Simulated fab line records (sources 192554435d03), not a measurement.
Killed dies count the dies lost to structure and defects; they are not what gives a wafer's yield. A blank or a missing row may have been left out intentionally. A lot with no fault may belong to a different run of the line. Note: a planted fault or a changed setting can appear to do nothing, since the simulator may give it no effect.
Chamber matching    flow n5_finfet    rie_diel-04 running N5_BEOL_M8_DESCUM_16: 4 sister chambers
The step chemistry O2, time 7.9 s. 14 wafers are shown with their chamber, then 7 later ones without.

EACH WAFER AND ITS CHAMBER
wafer   chamber  drypump_motor_current_A (A)  showerhead_plenum_p_Torr (Torr)  throttle_valve_pct (%)
L074.3  2        5.3                          2.04                             20.53
L074.5  2        5.3                          2.04                             20.54
L074.6  0        5.6                          2.23                             20.46
L075.2  2        5.3                          2.04                             20.54
L075.5  3        6.0                          2.04                             19.97
L075.6  2        5.3                          2.04                             20.54
L081.2  2        5.3                          2.03                             20.57
L081.4  3        6.1                          2.04                             20.00
L081.6  0        5.6                          2.22                             20.50
L084.1  1        5.4                          2.17                             20.34
L084.2  3        6.1                          2.03                             20.01
L084.5  1        5.4                          2.17                             20.33
L088.1  3        6.1                          2.03                             20.02
L088.2  1        5.4                          2.17                             20.34

SIGNATURES, as means of the wafers listed above
reading                   chamber 0  chamber 1  chamber 2  chamber 3  scatter within a chamber
drypump_motor_current_A   5.600      5.400      5.300      6.075      0.0274
showerhead_plenum_p_Torr  2.2250     2.1700     2.0380     2.0350     0.0048
throttle_valve_pct        20.4800    20.3367    20.5440    20.0000    0.0179
Rule: for a wafer and a chamber, the distance is found by dividing, reading by reading, the gap between the wafer's reading and the chamber's mean by the reading's scatter, squaring, summing and taking the root. The wafer belongs to the nearest chamber; if the next one is less than 2 further off, it can't be placed. The scatter is the square root of a quotient: the sum, over the shown wafers, of each reading's squared deviation from its chamber's mean, divided by wafers minus chambers.

WAFERS WITH NO CHAMBER GIVEN
wafer   drypump_motor_current_A (A)  showerhead_plenum_p_Torr (Torr)  throttle_valve_pct (%)
L088.3  5.6                          2.21                             20.53
L094.1  5.5                          2.16                             20.04
L094.2  5.6                          2.20                             20.55
L094.3  5.3                          2.02                             20.18
L096.2  5.3                          2.02                             20.20
L096.3  5.5                          2.16                             20.05
L096.5  5.3                          2.02                             20.19

CHAMBER TAKEN BY EACH
wafer   from the rows above  in truth
L088.3  0                    0
L094.1  1                    1
L094.2  0                    0
L094.3  2                    2
L096.2  2                    2
L096.3  1                    1
L096.5  2                    2
Placed correctly: 7 of 7. Number that these rows cannot place: 0. Placed wrongly: 0.
